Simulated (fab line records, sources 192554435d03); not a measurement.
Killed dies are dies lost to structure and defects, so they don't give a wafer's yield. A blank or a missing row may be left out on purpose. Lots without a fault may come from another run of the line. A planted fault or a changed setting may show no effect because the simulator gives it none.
Split-lot experiment | flow n5_finfet | 7 lots, 39 wafers read, on a route of 1938 steps

THE SPLIT
At N5_HKMG_FIN_DESCUM_17 (chemistry O2, time 7.9 s), the setting time_s was moved away from the recipe's 7.9 s on 9 of the 39 wafers read, by +19.9% to +34.2%. The other wafers ran this setting at the recipe's value.

The file shows no step between the split and the reading.

THE READING
CAR-ArF_of_HKMG_FIN_COAT_06.thk_nm (the simulator's own value, which no gauge read), in nm, at N5_HKMG_FIN_ETCH_31 (etches SiARC in CF4, target depth 45.5 nm, time 75.8 s). The file gives no usual value for it. The 30 wafers here that ran the recipe average 50.8 nm, standard deviation 0.35 nm.

wafer  | tool, chamber at the split | time_s as run, s | against the recipe | CAR-ArF_of_HKMG_FIN_COAT_06.thk_nm, nm | against lot-mates on the recipe
L077.1 | rie_diel-03, 2,0,2,1       | 7.9              | recipe             | 51.4                                   | -
L077.3 | rie_diel-03, 2,0,2,1       | 7.9              | recipe             | 51.4                                   | -
L077.6 | rie_diel-03, 2,0,2,1       | 7.9              | recipe             | 51.4                                   | -
L077.2 | rie_diel-03, 1             | 7.9              | recipe             | 51                                     | -
L077.4 | rie_diel-03, 0             | 7.9              | recipe             | 51.2                                   | -
L077.5 | rie_diel-03, 2,0,2,1       | 7.9              | recipe             | 51.2                                   | -
L079.1 | rie_diel-04, 2             | 7.9              | recipe             | 50.8                                   | -
L079.4 | rie_diel-04, 0             | 7.9              | recipe             | 50.8                                   | -
L079.2 | rie_diel-04, 1,3,1,2       | 7.9              | recipe             | 50.4                                   | -
L079.3 | rie_diel-04, 1,3,1,2       | 7.9              | recipe             | 50.4                                   | -
L079.5 | rie_diel-04, 1,3,1,2       | 7.9              | recipe             | 50.4                                   | -
L079.6 | rie_diel-04, 1,3,1,2       | 7.9              | recipe             | 50.4                                   | -
L081.1 | rie_diel-03, 1             | 10.49            | +32.8%             | 48.4                                   | -1.9
L081.2 | rie_diel-03, 0,1           | 7.9              | recipe             | 50.2                                   | -
L081.6 | rie_diel-03, 0,1           | 7.9              | recipe             | 50.2                                   | -
L081.3 | rie_diel-03, 3             | 10.49            | +32.8%             | 48.6                                   | -1.7
L081.4 | rie_diel-03, 3             | 7.9              | recipe             | 50.4                                   | -
L081.5 | rie_diel-03, 0             | 10.49            | +32.8%             | 48.8                                   | -1.5
L083.1 | rie_diel-01, 0,2,0,3       | 7.9              | recipe             | 50.8                                   | -
L083.2 | rie_diel-01, 3             | 7.9              | recipe             | 50.8                                   | -
L083.4 | rie_diel-01, 0,2,0,3       | 7.9              | recipe             | 50.8                                   | -
L083.3 | rie_diel-01, 1             | 7.9              | recipe             | 50.6                                   | -
L083.5 | rie_diel-01, 0,2,0,3       | 7.9              | recipe             | 50.6                                   | -
L083.6 | rie_diel-01, 0,2,0,3       | 7.9              | recipe             | 50.6                                   | -
L085.1 | rie_diel-04, 3             | 7.9              | recipe             | 51                                     | -
L085.2 | rie_diel-04, 2             | 7.9              | recipe             | 50.8                                   | -
L085.3 | rie_diel-04, 1,3           | 9.473            | +19.9%             | 49.8                                   | -1.0
L085.4 | rie_diel-04, 2             | 9.473            | +19.9%             | 49.8                                   | -1.0
L085.5 | rie_diel-04, 1,3           | 9.473            | +19.9%             | 49.8                                   | -1.0
L085.6 | rie_diel-04, 1             | 7.9              | recipe             | 50.6                                   | -
L088.1 | rie_diel-01, 3             | 10.6             | +34.2%             | 49                                     | -1.6
L088.4 | rie_diel-01, 2             | 10.6             | +34.2%             | 49                                     | -1.6
L088.2 | rie_diel-01, 1             | 10.6             | +34.2%             | 48.8                                   | -1.8
L088.3 | rie_diel-01, 0             | 7.9              | recipe             | 50.8                                   | -
L088.6 | rie_diel-01, 1             | 7.9              | recipe             | 50.8                                   | -
L088.5 | rie_diel-01, 2             | 7.9              | recipe             | 50.2                                   | -
L091.3 | rie_diel-04, 1,3,3         | 7.9              | recipe             | 51.2                                   | -
L091.4 | rie_diel-04, 1,3,3         | 7.9              | recipe             | 51                                     | -
L091.5 | rie_diel-04, 1,3,3         | 7.9              | recipe             | 51                                     | -
Where a row lists several chambers, the file gives one row for several wafers and doesn't say which wafer went through which chamber.

THE FIT
A straight line over all 39 wafers: CAR-ArF_of_HKMG_FIN_COAT_06.thk_nm changes by -0.0584 nm for each +1% of time_s; r = -0.91; the points scatter about the line by 0.34 nm.
The same after taking each lot's own level away (the mean of its wafers on the recipe; 39 wafers): -0.0498 nm for each +1%; r = -0.97; scatter 0.16 nm.
On that fit, the largest move of time_s shifts the reading by 1.7 nm.
The lots' own levels span 50.27 to 51.27 nm, that is 2.8 times the standard deviation above.
So the lot-to-lot level changes the slope: the two fits differ.
Check: with one of the wafers moved furthest among these (+34.2%) left out of the fit, the line predicts -1.72 nm for it against its lot-mates. It came out at -1.6 nm against them.

THE WHOLE CHAIN: every reading that the file lists as answering this split, in the file's order
step                  | what it does                                           | reading                                                                             | change (the file's fit)                | r (the file's)
N5_HKMG_FIN_DESCUM_17 | chemistry O2, time 7.9 s                               | CAR-ArF_of_HKMG_FIN_COAT_06.thk_nm (the simulator's own value, which no gauge read) | -0.0485 nm for each +1% of the setting | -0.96
N5_HKMG_FIN_ETCH_31   | etches SiARC in CF4, target depth 45.5 nm, time 75.8 s | CAR-ArF_of_HKMG_FIN_COAT_06.thk_nm (the simulator's own value, which no gauge read) | -0.0498 nm for each +1% of the setting | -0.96

THE FILE'S OWN FIT
CAR-ArF_of_HKMG_FIN_COAT_06.thk_nm changes by -0.0498 nm for each +1% of time_s, r = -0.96.
